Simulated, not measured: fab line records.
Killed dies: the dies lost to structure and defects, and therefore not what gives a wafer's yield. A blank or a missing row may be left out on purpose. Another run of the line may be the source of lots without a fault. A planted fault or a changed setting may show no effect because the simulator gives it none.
Struck lot and sound lot, side by side || flow n5Finfet || 14 steps out of a route of 1938
Sound: the wafers L361.2, L361.4, L361.6. The struck wafers were L358.1, L358.3, L358.6. At the end, the cause is stated.
For every step that has rows: the tool of each side, followed by ch and its chambers, followed by its first start. Under that, the readings that differ: sound wafers || struck wafers || difference of the means || sigmas: that difference in standard deviations of wafers without a fault.
alike: words and numbers the same on both sides, and readings whose means are apart by under 2 such deviations; not compared: readings that were withheld, readings missing a value for some wafer, numbers with overlapping values and no deviation given by the record, and bounds like >300 which may hide the same value.
The two part at a step that has a row with sigmas, a row that says differs or no value, or rows on one side only. Numbers that have no deviation but don't overlap get no sigmas and don't part them. Lack of a reading on every wafer of one side parts them only where that side has two or more wafers.

N5_MOL_CONTACT_COAG_STRIP_96: strips in N2/H2.
  sound on rieDiel-03 ch 0,2, day 10 10:47; struck on rieDiel-01 ch 0,1,3, day 9 13:35
  alike: biasPowerW, drypumpMotorCurrentA, oesProductAu, rfVppV, showerheadPlenumPTorr, tempC, throttleValvePct
  not compared: rfHoursCounterH
N5_MOL_CONTACT_COAG_ETCH_47: etches SiNx in CH3F/O2, stops on W, target depth 27 nm.
  sound on rieDiel-03 ch 0,2, day 10 10:50; struck on rieDiel-01 ch 0,1,3, day 9 13:37
  alike: biasW, drypumpMotorCurrentA, etchRfOnTimeS, oesProductAu, rfVppV, showerheadPlenumPTorr, throttleValvePct
  not compared: rfHoursCounterH
N5_MOL_CONTACT_COAG_STRIP_119: strips in N2/H2, time 30 s.
  sound on plasmaAsher-01 ch 0,1, day 10 10:55; struck on plasmaAsher-01 ch 0,1, day 9 13:42
  alike: drypumpMotorCurrentA, heaterPowerW, tempC
  not compared: rfHoursCounterH
then, 2 steps without rows for these wafers: N5_MOL_CONTACT_COAG_PRECLEAN_144 (cleans in alkaline clean, time 60 s); N5_MOL_CONTACT_COAG_SRD_145 (time 30 s).
N5_MOL_CONTACT_COAG_CD_MEAS_137: target cd 16 nm.
  sound on cdSem-03 at day 10 11:04; struck on cdSem-03 at day 9 13:51
  alike: cdNm
then, 6 steps without rows for these wafers: N5_MOL_CONTACT_COAG_COAT_62 (time 60 s, resist thk 60 nm); N5_MOL_CONTACT_COAG_COAT_63 (time 60 s, resist thk 10 nm); N5_MOL_CONTACT_COAG_COAT_64 (time 60 s, resist thk 10 nm); N5_MOL_CONTACT_COAG_COAT_34 (resist thk 40 nm); N5_MOL_CONTACT_COAG_EBR_36; N5_MOL_CONTACT_COAG_SOFTBAKE_35 (time 60 s).
N5_MOL_CONTACT_COAG_EXPOSE_37: exposes mask VD, defocus 0 nm.
  sound on euvScanner-01 ch 0, day 10 11:22; struck on euvScanner-02, day 9 14:01
  no value came back on the struck wafers for exposureDoseMJCm2, focusOffsetNm (nm); on the sound wafers exposureDoseMJCm2 reads 61.89 61.87 61.91
  alike: mask
then, 1 step without rows for these wafers: N5_MOL_CONTACT_COAG_PEB_38 (peb time 60 s).

WHERE THEY PART
N5_MOL_CONTACT_COAG_EXPOSE_37 only, going by this record.

WHY: what had been put in by the simulator
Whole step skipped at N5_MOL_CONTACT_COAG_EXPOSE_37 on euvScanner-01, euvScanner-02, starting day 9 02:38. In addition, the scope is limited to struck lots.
